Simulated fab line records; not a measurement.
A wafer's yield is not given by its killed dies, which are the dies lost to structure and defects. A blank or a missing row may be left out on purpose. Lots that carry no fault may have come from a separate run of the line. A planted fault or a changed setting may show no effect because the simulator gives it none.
fab line records -- flow nand_harc -- part 1 of 2: steps 1 to 21 of 29
record: lots: 5, wafers: 15, last_day: 27
route steps=1159 shown A_CONTACT@949 A_BLC@964
lots that met no fault: taken from a fault-free run of the same line
start_h: hours from the record's first day to the start of the lot's first wafer shown -- wait_h: time in hours since the lot's previous step -- " as in the row above -- L1.1+2: a single row standing in for several wafers -- - either no value or no given start -- * or withheld: withheld -- < > ~ a bound
route shown NAME@n: a module of which the file shows steps, and the number in the route of the first -- usual: mean/standard deviation taken from wafers without a fault -- same: alike in all rows -- chamber/n: place in a boat -- sites: the reading at each site -- _std_site: their standard deviation -- _edge_site: outer sites' mean less inner sites' -- radius_mm: for every site, how far away it sits from the centre of the wafer -- mask NAME#n: copy n -- behind: the most recent tool/chamber to have shaped the wafer -- hold: cause of the lot's hold/its duration in hours/its outcome -- device: which transistor (n, p or np) failed to switch -- end of line: the same wafers' tests at the end of the route -- for a step that has no rows: nothing shown but its recipe -- killed: count of dies lost to structure and defects at first sort (not the wafer's yield) -- map: shows each die of a wafer: x if killed, . if not, _ if none is there
set.NAME: the run value of the setting; set.NAME@STEP: its run value at that earlier step -- model.NAME: the simulator's own value behind a step, which no gauge read
lots at selected steps of the route; one table per step, one row per wafer
services: a tool's chamber out of use, with start hour (start_h, from the record's first day; less than 0 if before it), hours out, and reason
== steps ==
step: NHARC_A_CONTACT_ETCH_92
recipe: target_depth_a: 400, over_etch_frac: 0.5, time_s: 85.7, ion_energy_ev: 120, ch3f_flow_sccm: 50, o2_flow_sccm: 30, ar_flow_sccm: 200, rf_w: 500, bias_w: 100, chemistry: CH3F/O2
usual: chamber_pressure_mTorr: 24.996/0.026, drypump_motor_current_A: 5.8/0.62, oes_product_au: 0.94/0.031, rf_vpp_V: 244.4/1.6, showerhead_plenum_p_Torr: 2.47/0.1, throttle_valve_pct: 20.663/0.0096
lot.wafer,tool,chamber,start_h,wait_h,chamber_pressure_mTorr,drypump_motor_current_A,oes_product_au,rf_hours_counter_h,rf_vpp_V,showerhead_plenum_p_Torr,throttle_valve_pct
L077.3,rie_diel-06,2,465.83,0.3,25.034,5.3,0.95,9,242.2,2.31,20.674
L077.2,rie_diel-06,3,465.83,0.3,24.980,5.9,0.93,9,246.1,2.56,20.671
L077.5,rie_diel-06,1,465.83,0.3,25.012,5.0,0.93,-,247.4,2.61,20.660
L079.1,rie_diel-06,3,495.32,0.3,25.004,5.9,0.92,17,245.4,2.56,20.676
L079.3,rie_diel-06,0,495.32,0.3,24.993,6.7,0.91,17,245.4,2.50,20.650
L079.2,rie_diel-06,1,495.32,0.3,24.993,5.0,0.93,17,245.0,2.61,20.672
L085.3,rie_diel-05,2,528.45,0.3,25.030,6.5,1.00,1,244.0,2.52,20.666
L085.4,rie_diel-05,3,528.45,0.3,24.968,5.5,0.99,1,242.7,2.33,20.669
L085.5,rie_diel-05,0,528.45,0.3,25.001,5.3,1.00,-,245.1,2.44,20.648
L093.4,rie_diel-04,0,536.80,0.3,25.039,6.4,0.93,23,243.9,2.33,20.660
L093.3,rie_diel-04,2,536.80,0.3,24.989,6.4,0.93,26,244.7,2.46,20.635
L093.5,rie_diel-04,1,536.80,0.3,25.003,5.4,0.92,-,245.7,2.46,20.657
L086.4,rie_diel-06,3,559.24,0.3,24.998,5.8,0.92,30,244.3,2.55,20.677
L086.2,rie_diel-06,0,559.24,0.3,24.989,6.7,0.91,30,244.2,2.50,20.677
L086.6,rie_diel-06,2,559.24,0.3,25.007,5.3,0.92,-,242.6,2.31,20.661
step: NHARC_A_CONTACT_ETCH_98
recipe: target_depth_a: 200, over_etch_frac: 0.5, time_s: 10, ion_energy_ev: 250, c4f6_flow_sccm: 25, o2_flow_sccm: 20, ar_flow_sccm: 500, rf_w: 600, bias_w: 500, chemistry: C4F6/O2
usual: chamber_pressure_mTorr: 29.996/0.026, drypump_motor_current_A: 5.8/0.6, oes_product_au: 0.959/0.021, rf_vpp_V: 547/3.1, showerhead_plenum_p_Torr: 3.94/0.15, throttle_valve_pct: 26.904/0.0088
lot.wafer,tool,chamber,start_h,wait_h,chamber_pressure_mTorr,drypump_motor_current_A,oes_product_au,rf_hours_counter_h,rf_vpp_V,showerhead_plenum_p_Torr,throttle_valve_pct
L077.2,rie_diel-06,2,-,-,29.984,5.3,0.971,9,541,3.71,26.918
L077.3,rie_diel-06,0,-,-,29.997,6.7,0.964,9,548,3.99,26.896
L077.5,rie_diel-06,3,-,-,29.997,5.9,0.957,-,548,4.08,26.903
L079.3,rie_diel-06,3,-,-,30.006,5.9,0.950,17,550,4.08,26.912
L079.2,rie_diel-06,1,-,-,30.015,5.0,0.934,17,553,4.15,26.896
L079.1,rie_diel-06,2,-,-,30.066,5.3,0.963,17,543,3.70,26.908
L085.3,rie_diel-05,1,-,-,30.046,6.2,0.988,1,545,3.81,26.897
L085.4,rie_diel-05,2,-,-,29.958,6.4,0.987,1,550,4.02,26.900
L085.5,rie_diel-05,0,-,-,29.958,5.3,0.990,-,547,3.89,26.889
L093.4,rie_diel-04,3,-,-,29.982,5.1,0.948,25,552,4.14,26.900
L093.3,rie_diel-04,1,-,-,30.025,5.4,0.952,25,548,3.93,26.906
L093.5,rie_diel-04,3,-,-,30.009,5.1,0.950,-,552,4.14,26.890
L086.4,rie_diel-06,1,-,-,29.994,5.0,0.945,30,551,4.14,26.906
L086.2,rie_diel-06,0,-,-,29.995,6.7,0.958,30,548,3.98,26.903
L086.6,rie_diel-06,1,-,-,29.991,5.0,0.938,-,550,4.14,26.884
step: NHARC_A_CONTACT_CD_MEAS_15
usual: cd_nm: 90.0/0.46
lot.wafer,tool,chamber,start_h,wait_h,cd_nm
L077.2,cd_sem-03,-,466.09,-,89.9
L077.3,cd_sem-03,-,466.09,-,90.4
L077.5,cd_sem-03,-,466.09,-,90.1
L079.1,cd_sem-02,-,495.52,-,90.0
L079.2,cd_sem-02,-,495.52,-,90.0
L079.3,cd_sem-02,-,495.52,-,90.2
L085.3,cd_sem-01,-,528.66,-,90.8
L085.4,cd_sem-01,-,528.66,-,90.1
L085.5,cd_sem-01,-,528.66,-,88.8
L093.3,cd_sem-02,-,537.02,-,90.2
L093.4,cd_sem-02,-,537.02,-,90.2
L093.5,cd_sem-02,-,537.02,-,91.0
L086.2,cd_sem-03,-,559.44,-,90.0
L086.4,cd_sem-03,-,559.44,-,90.3
L086.6,cd_sem-03,-,559.44,-,90.5
step: NHARC_A_CONTACT_STRIP_107
recipe: n2_flow_sccm: 150, h2_flow_sccm: 150, ar_flow_sccm: 0, bias_w: 0, chemistry: N2/H2
lot.wafer,tool,chamber,start_h,wait_h
L077.2+3+5,rie_diel-05,"0,3,1",466.25,0.2
L079.1+3+2,rie_diel-05,"1,3,0",495.60,0.1
L085.4+3+5,rie_diel-05,"1,3,1",528.73,0.1
L093.4+3+5,rie_diel-04,"3,1,0",537.09,0.1
L086.4+2+6,rie_diel-06,"0,2,0",559.54,0.1
step: NHARC_A_CONTACT_STRIP_108
recipe: cf4_flow_sccm: 100, chf3_flow_sccm: 30, ar_flow_sccm: 0, bias_w: 0, chemistry: CF4/CHF3
lot.wafer,tool,chamber,start_h,wait_h
L077.2+3+5,rie_diel-05,"3,2,0",466.55,0.3
L079.3+2+1,rie_diel-05,"3,1,2",495.69,0.1
L085.4+3+5,rie_diel-05,"0,2,3",528.82,0.1
L093.4+3+5,rie_diel-04,"3,0,0",537.18,0.1
L086.4+2+6,rie_diel-06,"3,1,3",559.62,0.1
step: NHARC_A_CONTACT_STRIP_109
recipe: o2_flow_sccm: 400, cos_flow_sccm: 20, ar_flow_sccm: 0, bias_w: 0, chemistry: O2/COS
lot.wafer,tool,chamber,start_h,wait_h
L077.2+3+5,rie_diel-05,"3,0,2",466.70,0.1
L079.1+3+2,rie_diel-05,"1,2,3",495.76,0.0
L085.3+4+5,rie_diel-05,"0,1,3",528.96,0.1
L093.3+4+5,rie_diel-04,"3,0,3",537.31,0.1
L086.2+4+6,rie_diel-06,"0,1,0",559.69,0.1
step: NHARC_A_CONTACT_ETCH_110
recipe: target_depth_a: 500, overetch_a: 50, time_s: 27.5, ion_energy_ev: 100, cf4_flow_sccm: 80, o2_flow_sccm: 20, ar_flow_sccm: 0, rf_w: 300, bias_w: 100, chemistry: CF4/O2
usual: chamber_pressure_mTorr: 30.000/0.028, drypump_motor_current_A: 5.8/0.59, oes_product_au: 0.997/0.0076, rf_vpp_V: 197.7/1.4, showerhead_plenum_p_Torr: 1.34/0.054, throttle_valve_pct: 13.398/0.0092
lot.wafer,tool,chamber,start_h,wait_h,chamber_pressure_mTorr,drypump_motor_current_A,oes_product_au,rf_hours_counter_h,rf_vpp_V,showerhead_plenum_p_Torr,throttle_valve_pct
L077.3,rie_diel-05,0,467.24,0.5,30.002,5.3,0.995,55,196.3,1.33,13.392
L077.2,rie_diel-05,1,467.24,0.5,30.025,6.1,1.011,47,197.0,1.30,13.398
L077.5,rie_diel-05,3,467.24,0.5,30.003,5.5,0.999,-,196.1,1.27,13.398
L079.1,rie_diel-05,1,495.82,0.1,30.014,6.1,1.007,59,196.7,1.29,13.396
L079.2,rie_diel-05,2,495.82,0.1,29.971,6.4,1.007,63,199.2,1.37,13.395
L079.3,rie_diel-05,3,495.82,0.1,29.971,5.6,1.003,62,197.1,1.27,13.397
L085.4,rie_diel-05,0,529.02,0.0,30.020,5.2,0.990,0,198.7,1.32,13.417
L085.3,rie_diel-05,2,529.02,0.0,29.996,6.5,1.002,1,198.0,1.37,13.386
L085.5,rie_diel-05,1,529.02,0.0,30.037,6.1,0.996,-,195.5,1.29,13.392
L093.3,rie_diel-04,1,537.38,0.1,30.008,5.4,0.994,25,197.2,1.34,13.401
L093.4,rie_diel-04,2,537.38,0.1,29.958,6.5,0.988,26,199.1,1.33,13.387
L093.5,rie_diel-04,0,537.38,0.1,30.002,6.4,0.993,-,196.7,1.27,13.412
L086.2,rie_diel-06,0,559.75,0.1,29.993,6.7,0.981,30,198.8,1.36,13.384
L086.4,rie_diel-06,2,559.75,0.1,30.026,5.3,0.995,30,195.5,1.25,13.404
L086.6,rie_diel-06,3,559.75,0.1,29.979,5.8,0.990,-,199.2,1.39,13.404
step: NHARC_A_CONTACT_STRIP_26
recipe: o2_flow_sccm: 500, ar_flow_sccm: 0, bias_w: 0, chemistry: O2
usual: chamber_pressure_mTorr: 60.00/0.056, drypump_motor_current_A: 5.8/0.59, oes_product_au: 0.996/0.0084, rf_vpp_V: 57.8/0.94, showerhead_plenum_p_Torr: 3.53/0.14, throttle_valve_pct: 17.037/0.009
lot.wafer,tool,chamber,start_h,wait_h,chamber_pressure_mTorr,drypump_motor_current_A,oes_product_au,rf_hours_counter_h,rf_vpp_V,showerhead_plenum_p_Torr,throttle_valve_pct
L077.3,rie_diel-05,2,-,-,60.02,6.5,0.995,52,58.3,3.63,17.032
L077.2,rie_diel-05,3,-,-,60.01,5.5,0.993,50,57.3,3.36,17.036
L077.5,rie_diel-05,3,-,-,59.91,5.5,0.985,-,58.6,3.36,17.026
L079.2,rie_diel-05,1,-,-,59.97,6.1,0.999,59,57.4,3.43,17.042
L079.1,rie_diel-05,2,-,-,60.02,6.5,0.986,63,57.7,3.62,17.043
L079.3,rie_diel-05,3,-,-,60.03,5.5,0.982,62,56.9,3.35,17.018
L085.3,rie_diel-05,0,-,-,59.96,5.2,0.984,0,56.5,3.50,17.030
L085.4,rie_diel-05,1,-,-,60.00,6.1,0.985,1,56.4,3.42,17.043
L085.5,rie_diel-05,3,-,-,60.11,5.5,0.989,-,57.1,3.35,17.038
L093.4,rie_diel-04,2,-,-,60.05,6.5,1.002,26,55.9,3.52,17.011
L093.3,rie_diel-04,0,-,-,60.05,6.4,0.995,24,57.9,3.35,17.035
L093.5,rie_diel-04,2,-,-,59.96,6.4,0.987,-,57.8,3.52,17.036
L086.2,rie_diel-06,0,-,-,60.02,6.8,0.994,30,58.2,3.58,17.042
L086.4,rie_diel-06,2,-,-,59.98,5.3,0.994,30,57.1,3.32,17.043
L086.6,rie_diel-06,0,-,-,59.93,6.7,0.991,-,56.8,3.58,17.040
step: NHARC_A_CONTACT_STRIP_27
recipe: time_s: 600, temp_c: 30, chemistry: post_etch_residue_remover
lot.wafer,tool,chamber,start_h,wait_h
L077.2+5+3,wet_bench-06,"7,0,4",467.65,-
L079.2+3+1,wet_bench-03,"6,7,1",496.21,-
L085.5+4+3,wet_bench-06,"2,3,5",529.40,-
L093.3+5+4,wet_bench-06,"5,6,0",537.75,-
L086.6+2+4,wet_bench-02,"4,6,0",560.25,-
step: NHARC_A_CONTACT_ALD_18
recipe: target_thk_a: 30, pulse_time_s: 1, ald_cycles: 150, temp_c: 450, material: TiN
usual: heater_power_w: 1065/110, precursor_pulse_height_rel: 1.001/0.021
lot.wafer,tool,chamber,start_h,wait_h,heater_power_w,precursor_pulse_height_rel
L077.2,ald_metal-03,1,467.93,-,1183,0.981
L077.3,ald_metal-03,2,467.93,-,1037,0.995
L077.5,ald_metal-03,1,467.93,-,1188,1.009
L079.2,ald_metal-03,2,496.46,-,1033,1.017
L079.1,ald_metal-03,3,496.46,-,1054,1.011
L079.3,ald_metal-03,1,496.46,-,1220,0.978
L085.4,ald_metal-02,1,529.69,-,1112,1.037
L085.3,ald_metal-02,3,529.69,-,1280,0.979
L085.5,ald_metal-02,1,529.69,-,1090,0.995
L093.3,ald_metal-01,3,538.03,-,1066,1.026
L093.4,ald_metal-01,2,538.03,-,1004,1.015
L093.5,ald_metal-01,0,538.03,-,1012,1.023
L086.4,ald_metal-02,3,560.52,-,1193,0.997
L086.2,ald_metal-02,1,560.52,-,1087,1.013
L086.6,ald_metal-02,0,560.52,-,948,1.012
step: NHARC_A_CONTACT_CVD_19
recipe: target_thk_a: 3000, temp_c: 300, pressure_torr: 40, wf6_flow_sccm: 40, h2_flow_sccm: 1600, ar_flow_sccm: 1560, time_s: 802, material: W
usual: chamber_pressure_Torr: 40.00/0.093, heater_power_w: 463/74, throttle_valve_pct: 7.92/0.23
lot.wafer,tool,chamber,start_h,wait_h,chamber_pressure_Torr,heater_power_w,throttle_valve_pct
L077.2,cvd_w-02,1,-,-,39.97,500,7.88
L077.3,cvd_w-02,0,-,-,39.85,456,7.71
L077.5,cvd_w-02,1,-,-,40.03,502,7.89
L079.1,cvd_w-01,0,-,-,40.02,524,8.07
L079.2,cvd_w-01,1,-,-,39.84,360,7.96
L079.3,cvd_w-01,0,-,-,40.02,544,8.02
L085.3,cvd_w-02,0,-,-,40.16,457,7.71
L085.4,cvd_w-02,1,-,-,40.23,493,7.73
L085.5,cvd_w-02,1,-,-,40.08,502,7.85
L093.3,cvd_w-02,1,-,-,39.94,510,7.81
L093.4,cvd_w-02,0,-,-,40.09,452,7.84
L093.5,cvd_w-02,1,-,-,39.92,506,7.81
L086.2,cvd_w-01,1,-,-,39.76,357,8.17
L086.4,cvd_w-01,0,-,-,39.96,521,8.17
L086.6,cvd_w-01,0,-,-,40.06,541,8.21
step: NHARC_A_CONTACT_CMP_20
recipe: t_overpolish_s: 30, target_thk_nm: 300
usual: edge_zone_pressure_frac: 1.001/0.0048, motor_current_A: 12.0/1.5, overpolish_run_s: 30.001/0.0094, time_to_endpoint_s: 60/3.2
lot.wafer,tool,chamber,start_h,wait_h,edge_zone_pressure_frac,motor_current_A,overpolish_run_s,time_to_endpoint_s
L077.2,cmp-04,2,493.38,0.7,1.006,13.1,29.991,61
L077.3,cmp-04,3,493.38,0.7,0.999,12.2,29.989,60
L077.5,cmp-04,2,493.38,0.7,1.001,12.8,30.013,63
L079.1,cmp-04,3,523.86,0.8,1.000,12.6,29.998,57
L079.2,cmp-04,0,523.86,0.8,1.005,11.3,30.001,62
L079.3,cmp-04,1,523.86,0.8,0.996,11.8,30.010,63
L085.3,cmp-04,1,549.21,0.5,1.003,12.2,29.980,63
L085.4,cmp-04,2,549.21,0.5,0.999,13.5,29.992,61
L085.5,cmp-04,0,549.21,0.5,1.000,10.8,30.009,61
L093.4,cmp-04,1,553.73,0.4,1.001,11.7,30.003,67
L093.3,cmp-04,3,553.73,0.4,1.005,12.5,30.012,62
L093.5,cmp-04,1,553.73,0.4,1.011,12.1,29.987,65
L086.4,cmp-04,0,581.07,0.4,1.003,11.0,29.995,68
L086.2,cmp-04,2,581.07,0.4,0.999,13.1,29.995,63
L086.6,cmp-04,3,581.07,0.4,0.999,12.2,29.984,62
step: NHARC_A_CONTACT_SRD_22
lot.wafer,tool,chamber,start_h,wait_h
L077.3+2+5,wet_bench-03,"4,6,7",493.70,0.1
L079.2+3+1,wet_bench-06,"3,4,5",524.16,0.0
L085.4+3+5,wet_bench-02,"0,1,5",549.51,0.0
L093.5+4+3,wet_bench-03,"7,0,1",554.06,0.1
L086.4+6+2,wet_bench-03,"1,2,3",581.37,0.0
step: NHARC_A_CONTACT_INSPECT_23
usual: raw_defect_count: 413/120
lot.wafer,tool,chamber,start_h,wait_h,raw_defect_count
L077.2,defect_inspect-01,-,493.77,0.1,250
L077.3,defect_inspect-01,-,493.77,0.1,255
L077.5,defect_inspect-01,-,493.77,0.1,413
L079.1,defect_inspect-01,-,524.24,0.1,327
L079.2,defect_inspect-01,-,524.24,0.1,350
L079.3,defect_inspect-01,-,524.24,0.1,378
L085.3,defect_inspect-02,-,549.60,0.1,393
L085.4,defect_inspect-02,-,549.60,0.1,513
L085.5,defect_inspect-02,-,549.60,0.1,442
L093.3,defect_inspect-01,-,554.13,0.1,379
L093.4,defect_inspect-01,-,554.13,0.1,437
L093.5,defect_inspect-01,-,554.13,0.1,429
L086.2,defect_inspect-01,-,581.45,0.1,273
L086.4,defect_inspect-01,-,581.45,0.1,220
L086.6,defect_inspect-01,-,581.45,0.1,342
step: NHARC_A_BLC_DEHYDRATE_00
recipe: temp_c: 150, time_s: 120
usual: plate_temp_C: 150.00/0.15, resist_line_temp_C: 23.02/0.11
lot.wafer,tool,chamber,start_h,wait_h,plate_temp_C,resist_line_temp_C
L077.2,litho_track-06,0,493.83,0.1,149.85,22.99
L077.3,litho_track-06,0,493.83,0.1,150.02,23.08
L077.5,litho_track-06,0,493.83,0.1,149.96,23.03
L079.1,litho_track-06,0,524.30,0.1,149.90,22.94
L079.2,litho_track-06,0,524.30,0.1,149.64,22.93
L079.3,litho_track-06,0,524.30,0.1,149.88,22.93
L085.3,litho_track-01,0,549.65,0.1,150.12,23.05
L085.4,litho_track-01,0,549.65,0.1,150.29,22.84
L085.5,litho_track-01,0,549.65,0.1,150.38,23.04
L093.3,litho_track-04,0,554.19,0.1,149.84,23.02
L093.4,litho_track-04,0,554.19,0.1,150.02,23.26
L093.5,litho_track-04,0,554.19,0.1,149.75,23.07
L086.2,litho_track-04,0,581.51,0.1,149.71,23.20
L086.4,litho_track-04,0,581.51,0.1,150.12,23.02
L086.6,litho_track-04,0,581.51,0.1,149.95,22.99
step: NHARC_A_BLC_HMDS_01
recipe: time_s: 30
usual: resist_line_temp_C: 23.01/0.12
lot.wafer,tool,chamber,start_h,wait_h,resist_line_temp_C
L077.2,litho_track-06,0,-,-,23.16
L077.3,litho_track-06,0,-,-,23.24
L077.5,litho_track-06,0,-,-,23.32
L079.1,litho_track-06,0,-,-,22.98
L079.2,litho_track-06,0,-,-,22.98
L079.3,litho_track-06,0,-,-,23.07
L085.3,litho_track-01,0,-,-,22.81
L085.4,litho_track-01,0,-,-,22.98
L085.5,litho_track-01,0,-,-,23.02
L093.3,litho_track-04,0,-,-,23.06
L093.4,litho_track-04,0,-,-,22.97
L093.5,litho_track-04,0,-,-,23.01
L086.2,litho_track-04,0,-,-,22.98
L086.4,litho_track-04,0,-,-,23.14
L086.6,litho_track-04,0,-,-,23.24
step: NHARC_A_BLC_COAT_02
recipe: temp_c: 260, time_s: 75
usual: plate_temp_C: 260.02/0.18, resist_line_temp_C: 23.00/0.13
lot.wafer,tool,chamber,start_h,wait_h,plate_temp_C,resist_line_temp_C
L077.2,litho_track-06,0,-,-,259.89,22.96
L077.3,litho_track-06,0,-,-,259.71,23.11
L077.5,litho_track-06,0,-,-,260.15,22.99
L079.1,litho_track-06,0,-,-,260.27,23.01
L079.2,litho_track-06,0,-,-,260.02,23.05
L079.3,litho_track-06,0,-,-,260.16,22.94
L085.3,litho_track-01,0,-,-,260.16,23.03
L085.4,litho_track-01,0,-,-,260.14,22.91
L085.5,litho_track-01,0,-,-,259.82,22.80
L093.3,litho_track-04,0,-,-,259.53,22.81
L093.4,litho_track-04,0,-,-,259.69,22.86
L093.5,litho_track-04,0,-,-,259.66,22.99
L086.2,litho_track-04,0,-,-,260.04,23.04
L086.4,litho_track-04,0,-,-,260.18,23.09
L086.6,litho_track-04,0,-,-,259.95,23.05
step: NHARC_A_BLC_COAT_03
recipe: temp_c: 225, time_s: 65
usual: plate_temp_C: 224.98/0.17, resist_line_temp_C: 23.01/0.1
lot.wafer,tool,chamber,start_h,wait_h,plate_temp_C,resist_line_temp_C
L077.2,litho_track-06,0,-,-,225.42,23.02
L077.3,litho_track-06,0,-,-,224.98,22.99
L077.5,litho_track-06,0,-,-,225.08,23.06
L079.1,litho_track-06,0,-,-,225.10,23.06
L079.2,litho_track-06,0,-,-,225.20,23.23
L079.3,litho_track-06,0,-,-,224.89,23.17
L085.3,litho_track-01,0,-,-,224.90,22.90
L085.4,litho_track-01,0,-,-,224.96,22.86
L085.5,litho_track-01,0,-,-,225.02,22.85
L093.3,litho_track-04,0,-,-,225.14,22.92
L093.4,litho_track-04,0,-,-,225.12,23.07
L093.5,litho_track-04,0,-,-,225.05,23.03
L086.2,litho_track-04,0,-,-,225.10,23.01
L086.4,litho_track-04,0,-,-,225.09,23.01
L086.6,litho_track-04,0,-,-,225.10,22.93
step: NHARC_A_BLC_COAT_04
recipe: spin_rpm: 1500, resist_thk_nm: 90
usual: dispense_pressure_kPa: 52.2/1.7, resist_line_temp_C: 23.00/0.1, spin_speed_rpm: 1500.0/0.98
lot.wafer,tool,chamber,start_h,wait_h,dispense_pressure_kPa,resist_line_temp_C,spin_speed_rpm
L077.2,litho_track-06,0,-,-,52.2,23.04,1500.5
L077.3,litho_track-06,0,-,-,52.3,22.94,1499.2
L077.5,litho_track-06,0,-,-,52.2,23.04,1499.5
L079.1,litho_track-06,0,-,-,52.2,23.05,1498.2
L079.2,litho_track-06,0,-,-,52.3,22.96,1499.6
L079.3,litho_track-06,0,-,-,52.2,22.83,1500.2
L085.3,litho_track-01,0,-,-,54.8,23.19,1500.7
L085.4,litho_track-01,0,-,-,54.8,23.04,1500.1
L085.5,litho_track-01,0,-,-,54.7,23.28,1500.1
L093.3,litho_track-04,0,-,-,50.2,23.24,1498.9
L093.4,litho_track-04,0,-,-,50.2,23.15,1498.9
L093.5,litho_track-04,0,-,-,50.2,23.17,1498.8
L086.2,litho_track-04,0,-,-,50.2,23.10,1498.7
L086.4,litho_track-04,0,-,-,50.2,23.12,1498.8
L086.6,litho_track-04,0,-,-,50.2,23.11,1499.2
step: NHARC_A_BLC_SOFTBAKE_05
recipe: temp_c: 105, time_s: 55
usual: plate_temp_C: 104.99/0.12, resist_line_temp_C: 23.03/0.095
lot.wafer,tool,chamber,start_h,wait_h,plate_temp_C,resist_line_temp_C
L077.2,litho_track-06,0,-,-,105.14,22.88
L077.3,litho_track-06,0,-,-,105.38,22.91
L077.5,litho_track-06,0,-,-,105.12,22.92
L079.1,litho_track-06,0,-,-,104.99,23.05
L079.2,litho_track-06,0,-,-,105.07,22.97
L079.3,litho_track-06,0,-,-,105.03,23.03
L085.3,litho_track-01,0,-,-,105.03,23.09
L085.4,litho_track-01,0,-,-,104.95,23.07
L085.5,litho_track-01,0,-,-,105.26,23.08
L093.3,litho_track-04,0,-,-,104.84,23.03
L093.4,litho_track-04,0,-,-,104.93,23.04
L093.5,litho_track-04,0,-,-,104.81,23.07
L086.2,litho_track-04,0,-,-,104.85,23.09
L086.4,litho_track-04,0,-,-,104.75,22.98
L086.6,litho_track-04,0,-,-,104.82,22.99
step: NHARC_A_BLC_EBR_06
usual: resist_line_temp_C: 22.98/0.099
lot.wafer,tool,chamber,start_h,wait_h,resist_line_temp_C
L077.2,litho_track-06,0,-,-,22.93
L077.3,litho_track-06,0,-,-,22.95
L077.5,litho_track-06,0,-,-,22.89
L079.1,litho_track-06,0,-,-,23.04
L079.2,litho_track-06,0,-,-,22.86
L079.3,litho_track-06,0,-,-,23.11
L085.3,litho_track-01,0,-,-,22.91
L085.4,litho_track-01,0,-,-,22.93
L085.5,litho_track-01,0,-,-,23.08
L093.3,litho_track-04,0,-,-,23.03
L093.4,litho_track-04,0,-,-,23.03
L093.5,litho_track-04,0,-,-,23.03
L086.2,litho_track-04,0,-,-,22.83
L086.4,litho_track-04,0,-,-,22.85
L086.6,litho_track-04,0,-,-,22.91
